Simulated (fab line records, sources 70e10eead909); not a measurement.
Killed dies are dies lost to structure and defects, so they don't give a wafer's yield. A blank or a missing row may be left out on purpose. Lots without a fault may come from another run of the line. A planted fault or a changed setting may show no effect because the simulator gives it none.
Problem report in the 8D (eight disciplines) form, filled by code | flow nand_harc | the parts of the form that need people (team, actions taken, sign-off) are left out

1. THE PROBLEM
raw_defect_count at NHARC_A_SGD_CUT_INSPECT_25 reads a mean of 1134 on 1 wafer of 1 lot; wafers without a fault read 303 with a standard deviation of 79. That is +11 standard deviations from the usual mean.
First seen on wafer L356.5, day 19 04:00, on defect_inspect-01. The record holds 35 wafers of 12 lots with a number at this step. Rule for "out", or "out of limits": more than 4 standard deviations from the usual mean. The other wafers with a number count as sound.

2. WHAT IT IS AND WHAT IT IS NOT
question                    | is                | is not
which readings at this step | raw_defect_count  | -
which lots                  | L356              | L335, L336, L337, L338, L340, L341, L342, L343, L344, L345, L357
which wafers of those lots  | L356.5            | L356.2
read on which gauges        | defect_inspect-01 | defect_inspect-02
when                        | from day 19 04:00 | up to then (31 sound wafers); but 3 sound wafers of L357 came after

3. SUSPECTS, AND WHAT RULES EACH OUT
Counting: a tool at a process step up to the reading stays a suspect if it ran every lot that is out. Sound lots after the first of them don't rule it out here, since some wafers of a struck lot are sound.
- the gauge at NHARC_A_SGD_CUT_INSPECT_25: ruled out. All the wafers that are out were read on defect_inspect-01, but those of them that NHARC_END_SORT_01 has rows for are out there too, on other tools.
- rie_diel-08 at NHARC_A_SGD_CUT_DESCUM_14 (chemistry O2, time 3 s): kept. It ran the lot that is out, L356 (day 18 21:35); its last sound lot up to then is L341 (day 14 22:58).
- wet_bench-02 at NHARC_A_SGD_CUT_ETCH_26 (etches SiO2 in dHF, target depth 45.8 nm): kept. It ran the lot that is out, L356 (day 19 03:36); its last sound lot up to then is L341 (day 15 04:38).
- rie_diel-04 at NHARC_A_SGD_CUT_STRIP_28 (strips in O2, time 20 s): kept. It ran the lot that is out, L356 (day 19 04:00); its last sound lot up to then is L344 (day 16 13:34). NHARC_A_SGD_CUT_STRIP_28 gives no start for some lots, so the hours and the order of its lots are those of NHARC_A_SGD_CUT_INSPECT_25.
Left after counting: rie_diel-08 at NHARC_A_SGD_CUT_DESCUM_14, wet_bench-02 at NHARC_A_SGD_CUT_ETCH_26, rie_diel-04 at NHARC_A_SGD_CUT_STRIP_28.

4. THE CAUSE (what the simulator had put in)
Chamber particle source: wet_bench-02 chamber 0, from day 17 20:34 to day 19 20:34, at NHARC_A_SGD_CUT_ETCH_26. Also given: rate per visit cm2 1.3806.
Counting left 3 suspects, and this tool is among them.

5. THE CHAIN OF EFFECTS, in route order
Each row: a reading whose mean over the struck wafers that have a number lies more than 3 standard deviations from the usual. Only readings for which the record gives a usual standard deviation are gone through. hours: the time from each lot's start at the first step in this table that gives one to its start at this step, as a median over the lots. sigmas: the change in usual standard deviations.
hours | step                       | reading          | usual | on struck wafers | change | sigmas
0     | NHARC_A_SGD_CUT_INSPECT_25 | raw_defect_count | 303   | 1134             | +831   | +11
141   | NHARC_END_SORT_01          | killed_at_array  | 29    | 100              | +71    | +6.5
141   | NHARC_END_SORT_01          | killed_dies      | 32    | 101              | +69    | +6.3

6. WHAT WOULD HAVE CAUGHT IT SOONER
In this record the first reading out of limits at a measuring or inspecting step was taken at day 19 04:00, 31 hours after the fault began at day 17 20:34.
All the lots that are out (1) had begun NHARC_A_SGD_CUT_ETCH_26 on wet_bench-02 by day 19 04:00. A hold on the tool at that time would have spared none of them.
